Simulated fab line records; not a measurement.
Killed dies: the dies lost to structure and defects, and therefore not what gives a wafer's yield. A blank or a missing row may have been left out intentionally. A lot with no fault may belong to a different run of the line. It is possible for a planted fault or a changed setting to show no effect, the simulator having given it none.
Matching of chambers + flow nand harc + NHARC_A_STAIRCASE_CMP_152 on cmp-02: 4 sister chambers
The step polishes. 4 wafers are shown with their chamber, then 9 later ones without.

WAFERS WITH THEIR CHAMBER
| wafer  | chamber | motor current A (A) |
|--------|---------|---------------------|
| L090.5 | 1       | 12.1                |
| L092.1 | 0       | 11.6                |
| L092.2 | 2       | 11.4                |
| L092.6 | 3       | 11.1                |

WAFERS WITH NO CHAMBER GIVEN
| wafer  | motor current A (A) |
|--------|---------------------|
| L092.3 | 11.9                |
| L092.4 | 10.8                |
| L092.5 | 11.0                |
| L095.2 | 11.5                |
| L095.3 | 11.6                |
| L095.6 | 11.3                |
| L095.1 | 11.8                |
| L095.4 | 11.0                |
| L095.5 | 11.2                |

THE CHAMBER EACH PASSED THROUGH
| wafer  | from the rows above          | in truth |
|--------|------------------------------|----------|
| L092.3 | can't be placed: 1 or 0 or 2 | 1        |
| L092.4 | can't be placed: 3 or 2      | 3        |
| L092.5 | can't be placed: 3 or 2      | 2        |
| L095.2 | can't be placed: 0 or 2 or 3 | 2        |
| L095.3 | can't be placed: 0 or 2      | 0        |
| L095.6 | can't be placed: 2 or 3 or 0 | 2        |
| L095.1 | can't be placed: 0 or 1 or 2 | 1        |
| L095.4 | can't be placed: 3 or 2      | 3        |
| L095.5 | can't be placed: 3 or 2 or 0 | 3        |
Correctly placed: 0 of 9. Not placeable from these rows: 9 (in 9, the candidates include the true chamber). 0 placed wrongly.
How it was worked out, from the rows above alone: a wafer's distance from a chamber is the root of the sum, over the readings, of the square of ((its reading less the chamber's mean) divided by the reading's scatter). If the next closest chamber is less than 2 further off than the closest, the wafer can't be placed; otherwise it belongs to the closest. The mean given for a chamber averages the wafers shown for that chamber. The scatter (one wafer shown for each chamber): square how far every hidden wafer sits from the nearest shown wafer, average those squares and take the square root.
